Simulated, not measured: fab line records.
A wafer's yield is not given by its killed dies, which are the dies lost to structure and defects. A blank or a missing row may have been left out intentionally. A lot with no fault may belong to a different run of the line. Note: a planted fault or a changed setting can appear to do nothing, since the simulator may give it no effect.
Chamber matching	flow nand_harc	4 sister chambers for NHARC_P_M0_ETCH_34 on rie_diel-04
The step etches the open film in N2/H2, target depth 40 nm, overetch 12 nm, time 43.94 s. 20 wafers are shown with their chamber, then 10 later ones without.

== WAFERS PAIRED WITH THEIR CHAMBERS ==
wafer	chamber	drypump_motor_current_A (A)	showerhead_plenum_p_Torr (Torr)	rf_vpp_V (V)
L074.1	1	5.1	2.04	430.2
L074.3	3	6.2	2.08	430.4
L074.6	3	6.3	2.08	431.5
L079.2	1	5.1	2.03	430.1
L079.3	2	5.7	2.15	433.3
L079.5	2	5.7	2.15	432.8
L081.1	2	5.7	2.15	433.5
L081.2	1	5.1	2.03	430.7
L081.5	1	5.1	2.03	430.0
L082.1	3	6.3	2.08	432.0
L082.4	2	5.7	2.15	433.5
L082.6	2	5.7	2.15	433.2
L084.1	1	5.1	2.03	430.6
L084.4	3	6.3	2.07	431.1
L084.5	2	5.7	2.15	432.3
L085.2	0	6.8	1.89	427.7
L085.5	2	5.7	2.15	434.6
L085.6	3	6.2	2.07	430.3
L089.1	3	6.2	2.07	431.5
L089.3	0	6.8	1.88	426.5

SIGNATURES (means of the wafers above)
reading	chamber 0	chamber 1	chamber 2	chamber 3	scatter within a chamber
drypump_motor_current_A	6.800	5.100	5.700	6.250	0.0306
showerhead_plenum_p_Torr	1.8850	2.0320	2.1500	2.0750	0.00418
rf_vpp_V	427.100	430.320	433.314	431.133	0.632
Rule: a wafer lies at a distance from a chamber equal to the root of the sum of squares, over the readings, of (its reading less the chamber's mean, divided by the reading's scatter). If the next closest chamber is less than 2 further off than the closest, the wafer can't be placed; otherwise it belongs to the closest. The scatter: the root of (the sum of the squares of (reading less its chamber's mean) over the shown wafers, divided by (wafers less chambers)).

== WAFERS WITH NO CHAMBER GIVEN ==
wafer	drypump_motor_current_A (A)	showerhead_plenum_p_Torr (Torr)	rf_vpp_V (V)
L089.4	5.7	2.14	433.0
L088.3	6.2	2.07	432.2
L088.4	5.1	2.03	430.4
L088.6	5.1	2.03	429.4
L094.2	5.7	2.14	432.3
L094.5	5.1	2.02	430.9
L094.6	5.7	2.14	433.2
L095.1	6.2	2.07	431.5
L095.4	5.1	2.02	430.2
L095.5	6.8	1.88	426.0

== EACH ONE'S CHAMBER ==
wafer	from the rows above	in truth
L089.4	2	2
L088.3	3	3
L088.4	1	1
L088.6	1	1
L094.2	2	2
L094.5	1	1
L094.6	2	2
L095.1	3	3
L095.4	1	1
L095.5	0	0
10 of 10 placed correctly. Not placeable from these rows: 0. Number placed wrongly: 0.
